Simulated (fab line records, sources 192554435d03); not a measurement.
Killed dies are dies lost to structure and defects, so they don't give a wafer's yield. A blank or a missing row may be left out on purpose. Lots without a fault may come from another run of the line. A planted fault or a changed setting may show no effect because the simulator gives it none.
fab line records | flow n5_finfet
record lots=11 wafers=31 last_day=18
route steps=1938 shown MIM_BOT_ETCH@1869 TV_LITHO@1884 PASSIVATION@1901
lots that met no fault: from a run of the same line without faults
start_h: hours from the record's first day to the start of the lot's first wafer shown | wait_h: hours since the lot's step before | " the same as in the row above | L1.1+2: a row that stands for several wafers | - no value, or no start given | * or withheld: withheld | < > ~ a bound
route shown NAME@n: a module of which the file shows steps, and the number in the route of the first | usual: mean/standard deviation of fault-free wafers | same: alike in all rows | chamber/n: place in a boat | sites: the reading at each site | _std_site: their standard deviation | _edge_site: outer sites' mean less inner sites' | radius_mm: how far each site lies from the wafer's centre | mask NAME#n: copy n | behind: the tool/chamber that last shaped the wafer | hold: why the lot was held/for how many hours/how that ended | device: the transistor (n, p or np) that didn't switch | end of line: the same wafers' tests at the end of the route | a step without rows: its recipe alone | killed: dies lost to structure and defects at the first sort, not the wafer's yield | map: a wafer's dies, x killed, . not, _ none there
set.NAME: the setting as run; set.NAME@STEP: as run at that earlier step | model.NAME: the simulator's own value behind a step, which no gauge read
steps of the route over a sample of lots; a table a step, a row a wafer
services: from which hour (start_h, from the record's first day; less than 0 if before it) a tool's chamber was out of use, for how many hours, and why
## steps
# step N5_MIM_BOT_ETCH_STRIP_01
# recipe chemistry=O2 power_w=600 temp_c=60 pressure_mtorr=30 rf_frequency_hz=6e+07 bias_power_w=0 overash_fraction=0.5 o2_flow_sccm=225
# usual drypump_motor_current_A=5.7/0.48 oes_product_au=0.81/0.086 rf_vpp_V=4.0/1.4 showerhead_plenum_p_Torr=2.13/0.11 throttle_valve_pct=16.68/0.2
# columns lot.wafer tool chamber start_h wait_h drypump_motor_current_A oes_product_au rf_hours_counter_h rf_vpp_V showerhead_plenum_p_Torr throttle_valve_pct
L681.1 rie_diel-05 3 267.41 0.1 5.9 0.79 134 3.7 2.20 16.60
L681.2 " 0 " " 5.8 0.89 44 3.6 2.07 16.60
L681.5 " 2 " " 6.3 0.72 - 3.7 1.99 16.57
L680.3 rie_diel-04 0 270.42 0.1 5.5 0.89 46 5.0 2.15 16.42
L680.5 " 0 " " 5.5 0.90 - 3.4 2.15 16.42
L680.6 " 1 " " 4.9 0.68 - 2.8 1.99 16.93
L682.3 rie_diel-03 1 277.63 0.2 6.1 0.73 166 3.1 2.01 17.04
L682.4 " 0 " " 5.5 0.83 75 2.5 2.25 16.62
L682.6 " 1 " " 6.0 0.72 - 4.7 2.01 17.04
L683.1 rie_diel-05 0 283.06 0.1 5.8 0.89 49 6.0 2.07 16.61
L683.5 " 2 " " 6.3 0.73 - 5.9 1.98 16.59
L684.4 rie_diel-03 3 284.32 0.1 5.4 0.68 246 3.6 2.06 16.80
L684.5 " 3 " " 5.3 0.68 - 2.9 2.06 16.81
L684.6 " 2 " " 5.2 0.75 - 4.9 1.97 16.54
L685.2 rie_diel-04 1 296.73 0.1 4.9 0.67 235 5.9 1.99 16.99
L685.3 " 3 " " 5.3 0.90 42 3.8 2.22 16.43
L685.4 " 1 " " 4.9 0.68 - 4.5 1.98 17.00
L686.1 rie_diel-05 0 296.99 0.1 5.8 0.87 53 8.1 2.07 16.59
L686.2 " 1 " " 6.5 0.88 34 4.5 2.24 16.74
L686.6 " 1 " " 6.5 0.88 - 3.1 2.24 16.70
L688.4 rie_diel-04 2 307.52 0.1 6.2 0.96 - 4.8 2.27 16.85
L688.5 " 1 " " 4.9 0.67 - 4.0 1.98 16.98
L688.6 " 3 " " 5.3 0.89 - 3.0 2.22 16.44
L696.2 rie_diel-05 3 373.02 0.1 5.9 0.77 168 2.8 2.18 16.63
L696.3 " 2 " " 6.2 0.70 248 3.2 1.97 16.61
L696.5 " 0 " " 5.8 0.81 - 4.7 2.06 16.62
L697.2 rie_diel-04 1 383.38 0.1 4.9 0.91 13 2.9 2.24 16.59
L697.4 " 2 " " 6.2 0.88 36 2.4 2.26 16.85
L697.6 " 2 " " 6.1 0.88 - 0.7 2.26 16.87
L702.2 rie_diel-03 3 419.68 0.1 5.4 0.87 33 3.0 2.05 16.47
L702.6 " 0 " " 5.5 0.78 - 4.5 2.23 16.72
# step N5_PASSIVATION_OVL_MEAS_60
# recipe points_per_wafer=44
# usual TV_OVL=-2/5.3
# columns lot.wafer tool chamber start_h wait_h TV_OVL[nm]
L681.1 overlay-02 0 268.70 0.0 4
L681.2 " 0 " " 2
L681.5 " 0 " " 1
L680.3 overlay-02 0 271.86 0.0 -6
L680.5 " 0 " " -4
L680.6 " 0 " " 1
L682.3 overlay-01 0 280.50 0.0 -10
L682.4 " 0 " " -8
L682.6 " 0 " " -2
L683.1 overlay-02 0 284.53 0.0 -9
L683.5 " 0 " " 3
L684.4 overlay-01 0 285.63 0.0 2
L684.5 " 0 " " 2
L684.6 " 0 " " 0
L685.2 overlay-01 0 297.94 0.0 10
L685.3 " 0 " " 4
L685.4 " 0 " " 8
L686.1 overlay-02 0 298.10 0.0 -1
L686.2 " 0 " " 3
L686.6 " 0 " " 0
L688.4 overlay-02 0 310.89 0.0 -1
L688.5 " 0 " " 5
L688.6 " 0 " " 10
L696.2 overlay-01 0 375.94 0.0 6
L696.3 " 0 " " 0
L696.5 " 0 " " 4
L697.2 overlay-01 0 387.54 0.0 6
L697.4 " 0 " " 0
L697.6 " 0 " " -1
L702.2 overlay-01 0 420.86 0.0 -3
L702.6 " 0 " " -10
# step N5_PASSIVATION_EXPOSE_27
# recipe mask_id=PAD na=0.55 source_shape=conventional sigma_outer=0.8 polarization=unpolarized defocus_nm=0 dose_mj=32.3
# usual exposure_dose_mJ_cm2=32.29/0.031
# columns lot.wafer tool chamber start_h wait_h mask exposure_dose_mJ_cm2
L681.1 krf_scanner-01 0 270.56 - PAD#0 32.32
L681.2 " 0 " " PAD#0 32.31
L681.5 " 0 " " PAD#0 32.30
L680.3 krf_scanner-01 0 273.25 - PAD#0 32.27
L680.5 " 0 " " PAD#0 32.26
L680.6 " 0 " " PAD#0 32.29
L682.3 krf_scanner-02 0 282.58 - PAD#0 32.30
L682.4 " 0 " " PAD#0 32.24
L682.6 " 0 " " PAD#0 32.24
L683.1 krf_scanner-02 0 286.12 - PAD#0 32.27
L683.5 " 0 " " PAD#0 32.26
L684.4 krf_scanner-02 0 287.22 - PAD#0 32.31
L684.5 " 0 " " PAD#0 32.28
L684.6 " 0 " " PAD#0 32.29
L685.2 krf_scanner-01 0 299.46 - PAD#0 32.23
L685.3 " 0 " " PAD#0 32.32
L685.4 " 0 " " PAD#0 32.29
L686.1 krf_scanner-02 0 299.62 - PAD#0 32.29
L686.2 " 0 " " PAD#0 32.29
L686.6 " 0 " " PAD#0 32.29
L688.4 krf_scanner-02 0 313.42 - PAD#0 32.28
L688.5 " 0 " " PAD#0 32.28
L688.6 " 0 " " PAD#0 32.32
L696.2 krf_scanner-02 0 377.46 - PAD#0 32.89
L696.3 " 0 " " PAD#0 32.85
L696.5 " 0 " " PAD#0 32.88
L697.2 krf_scanner-02 0 388.94 - PAD#0 32.89
L697.4 " 0 " " PAD#0 32.84
L697.6 " 0 " " PAD#0 32.88
L702.2 krf_scanner-01 0 422.00 - PAD#0 32.29
L702.6 " 0 " " PAD#0 32.32
# step N5_PASSIVATION_DESCUM_32
# recipe chemistry=O2 time_s=7.9 source_power_w=50 bias_power_w=20 pressure_mtorr=20 rf_frequency_hz=2.712e+07 temp_c=40 o2_flow_sccm=225
# usual drypump_motor_current_A=5.7/0.47 oes_product_au=0.81/0.084 rf_vpp_V=243.1/1.8 showerhead_plenum_p_Torr=2.11/0.11 throttle_valve_pct=20.44/0.2
# columns lot.wafer tool chamber start_h wait_h drypump_motor_current_A oes_product_au rf_hours_counter_h rf_vpp_V showerhead_plenum_p_Torr throttle_valve_pct
L681.1 rie_diel-04 1 270.83 0.0 4.9 0.68 221 240.3 1.98 20.62
L681.2 " 0 " " 5.5 0.89 47 242.9 2.15 20.23
L681.5 " 1 " " 4.9 0.68 - 241.2 1.99 20.62
L680.3 rie_diel-05 1 273.87 0.4 6.5 0.91 27 243.7 2.24 20.56
L680.5 " 0 " " 5.8 0.89 - 242.8 2.06 20.44
L680.6 " 1 " " 6.5 0.90 - 246.8 2.24 20.59
L682.3 rie_diel-03 1 282.83 0.0 6.0 0.73 168 241.1 2.00 20.79
L682.4 " 0 " " 5.5 0.84 77 245.7 2.25 20.44
L682.6 " 2 " " 5.2 0.76 - 243.2 1.97 20.24
L683.1 rie_diel-05 0 286.47 0.1 5.8 0.87 51 242.6 2.06 20.42
L683.5 " 1 " " 6.5 0.90 - 246.5 2.24 20.57
L684.4 rie_diel-03 3 287.49 0.0 5.3 0.67 247 241.9 2.05 20.50
L684.5 " 3 " " 5.3 0.67 - 242.7 2.05 20.48
L684.6 " 2 " " 5.2 0.75 - 242.4 1.97 20.23
L685.2 rie_diel-05 2 299.74 0.1 6.3 0.71 224 241.5 1.98 20.28
L685.3 " 3 " " 6.0 0.78 144 244.9 2.19 20.36
L685.4 " 1 " " 6.5 0.88 35 244.5 2.24 20.57
L686.1 rie_diel-05 2 299.89 0.0 6.3 0.71 224 241.4 1.98 20.28
L686.2 " 3 " " 6.0 0.77 144 244.8 2.19 20.40
L686.6 " 3 " " 5.9 0.78 - 244.6 2.19 20.37
L688.4 rie_diel-05 1 313.70 0.1 6.5 0.88 39 245.4 2.23 20.59
L688.5 " 2 " " 6.2 0.71 - 240.9 1.98 20.27
L688.6 " 3 " " 6.0 0.77 - 244.4 2.19 20.39
L696.2 rie_diel-03 3 378.18 0.5 5.3 0.91 15 241.7 2.05 20.19
L696.3 " 0 " " 5.5 0.79 113 245.7 2.24 20.52
L696.5 " 2 " " 5.2 0.73 - 242.3 1.96 20.27
L697.2 rie_diel-03 3 389.67 0.5 5.4 0.89 22 242.2 2.05 20.22
L697.4 " 0 " " 5.5 0.79 119 242.4 2.23 20.53
L697.6 " 0 " " 5.5 0.79 - 244.3 2.23 20.53
L702.2 rie_diel-05 1 422.34 0.1 6.5 0.83 71 244.9 2.22 20.64
L702.6 " 1 " " 6.5 0.84 - 244.3 2.22 20.64
# step N5_PASSIVATION_PROBE_49
# usual defect_limited_yield=91.7/1.4 killed_at_M0_to_M3=32/9.7 killed_at_M4_up=14/5.5 killed_at_contacts=13/6.1 killed_at_front_end=35/10 killed_at_other=4.2/2.9 killed_dies=98/17 killed_open=63/12 killed_short=32/7.7 sort_bin_4_leakage=0.0/0.33 sort_bin_5_function=4.8/0.9 sort_bin_6_memory=3.1/0.63 sort_bin_8_speed=1/3.3 sort_n_pass=1073/41 sort_yield_pct=91/3.5
# same gross_dies=1180 killed_at_back_side=0
# columns lot.wafer tool chamber start_h wait_h defect_limited_yield[%] killed_at_M0_to_M3 killed_at_M4_up killed_at_contacts killed_at_front_end killed_at_other killed_dies killed_open killed_short sort_bin_4_leakage[%] sort_bin_5_function[%] sort_bin_6_memory[%] sort_bin_8_speed[%] sort_n_pass sort_yield_pct[%]
L688.4 prober-01 - 321.73 0.2 91.7 25 9 10 47 7 98 62 30 0 5.3 2.9 0 1082 92
L688.5 prober-01 - 321.78 0.2 92.7 32 8 10 33 3 86 58 28 0 4.3 2.5 0 1094 93
L688.6 prober-01 - 321.83 0.3 91.1 41 7 20 31 6 105 59 45 0 5.7 2.5 0 1074 91
L696.3 prober-01 - 383.29 0.1 90.7 27 15 8 51 9 110 73 35 0 5.3 3.6 0 1070 91
L697.2 prober-02 - 394.61 0.1 92.7 33 15 10 25 3 86 57 29 0 4.1 3.0 0 1094 93
L697.4 prober-02 - 394.71 0.2 93.7 19 9 13 29 4 74 39 26 0 3.5 2.0 0 1106 94
L697.6 prober-02 - 394.81 0.3 90.5 44 11 14 38 5 112 70 33 0.1 5.7 3.0 0 1067 90
# killed by level:class
L688.4 DUMMY_GATE:geometric_particle:open=9 FIN_SAQP:geometric_particle:short=8 MOL_CONTACT_COAG:geometric_particle:open=6 BEOL_M3:geometric_particle:open=6 FIN_SAQP:geometric_particle:open=5 FIN_CUT:area_etch=5 MOL_CONTACT_COAG:geometric_particle:short=4 BEOL_M0_SAQP:geometric_particle:open=4
L688.5 BEOL_M1:geometric_particle:open=14 MOL_CONTACT_COAG:geometric_particle:open=9 STI_FIN_REVEAL:geometric_particle:open=7 BEOL_M3:geometric_particle:open=7 BEOL_M1:geometric_particle:short=6 FIN_SAQP:geometric_particle:open=4 DUMMY_GATE:geometric_particle:short=4 DUMMY_GATE:geometric_particle:open=4
L688.6 MOL_CONTACT_COAG:geometric_particle:open=15 BEOL_M1:geometric_particle:open=14 BEOL_M1:geometric_particle:short=8 BEOL_M0_SAQP:geometric_particle:short=6 GATE_CUT:geometric_particle:short=5 MOL_CONTACT_COAG:geometric_particle:short=5 SPACER0:geometric_particle:short=4 BEOL_M2:geometric_particle:open=4
L696.3 STI_FIN_REVEAL:geometric_particle:open=26 BEOL_M1:geometric_particle:open=9 BEOL_M4:geometric_particle:open=7 BEOL_M0_SAQP:geometric_particle:open=6 FIN_SAQP:geometric_particle:open=4 STI_FIN_REVEAL:geometric_particle:short=4 GATE_CUT:geometric_particle:short=4 MOL_CONTACT_COAG:geometric_particle:open=4
L697.2 MOL_CONTACT_COAG:geometric_particle:open=9 BEOL_M0_SAQP:geometric_particle:short=9 BEOL_M1:geometric_particle:open=8 STI_FIN_REVEAL:geometric_particle:open=6 FIN_SAQP:geometric_particle:open=5 BEOL_M7:geometric_particle:open=5 BEOL_M0_SAQP:geometric_particle:open=4 BEOL_M0:geometric_particle:open=4
L697.4 MOL_CONTACT_COAG:geometric_particle:open=12 HKMG_FIN:area_etch=9 BEOL_M3:geometric_particle:open=4 BEOL_M0:geometric_particle:short=4 BEOL_M1:geometric_particle:short=4 FIN_SAQP:geometric_particle:open=3 FIN_SAQP:geometric_particle:short=3 DUMMY_GATE:geometric_particle:open=3
L697.6 BEOL_M0_SAQP:geometric_particle:short=13 BEOL_M0_SAQP:geometric_particle:open=12 MOL_CONTACT_COAG:geometric_particle:open=10 BEOL_M1:geometric_particle:open=9 HKMG_FIN:area_etch=9 STI_FIN_REVEAL:geometric_particle:open=8 FIN_SAQP:geometric_particle:open=6 BEOL_M5:geometric_particle:open=6
## services
# columns tool chamber start_h hours kind
krf_scanner-02 - 246.91 1.2 repair
rie_diel-03 1 247.14 7.8 repair
krf_scanner-02 - 257.88 1.0 pm
krf_scanner-01 - 286.57 1.0 pm
rie_diel-05 2 293.13 6.3 repair
rie_diel-04 0 302.16 21.8 repair
krf_scanner-02 - 311.48 1.3 pm
krf_scanner-01 - 315.09 1.3 pm
rie_diel-04 - 322.52 0.7 repair
krf_scanner-01 - 340.84 7.2 pm
krf_scanner-02 - 364.95 0.3 repair
rie_diel-03 1 367.32 6.9 repair
rie_diel-03 3 370.16 1.6 repair
rie_diel-03 - 374.74 2.8 pm
rie_diel-05 - 375.48 14.6 pm
krf_scanner-02 - 380.41 0.8 pm
rie_diel-05 3 395.01 2.4 repair
rie_diel-05 2 397.46 - clean
rie_diel-05 2 397.46 - consumable_replace:esc
rie_diel-05 2 397.46 - consumable_replace:focus_ring
krf_scanner-01 - 401.69 4.0 pm
krf_scanner-01 - 406.18 0.8 pm
rie_diel-03 2 416.95 3.7 repair
krf_scanner-02 - 417.43 9.9 repair
## key
first_sign step=N5_PASSIVATION_EXPOSE_27 reading=exposure_dose_mJ_cm2 direction=up sigmas=19 usual=32.29 struck=32.87
effect none on later readings
met_at N5_PASSIVATION_EXPOSE_27
struck_lots L696,L697
not_acting_at N5_MIM_BOT_ETCH_STRIP_01,N5_PASSIVATION_OVL_MEAS_60,N5_PASSIVATION_DESCUM_32
onset_between 313.42 377.46
fault kind=process_parameter_drift tool=krf_scanner-02 chamber=- onset_h=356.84 steps=N5_PASSIVATION_EXPOSE_27 channel=dose_mj offset=0.57101 shape=step acts_in=these_recipes_only stated=32.3
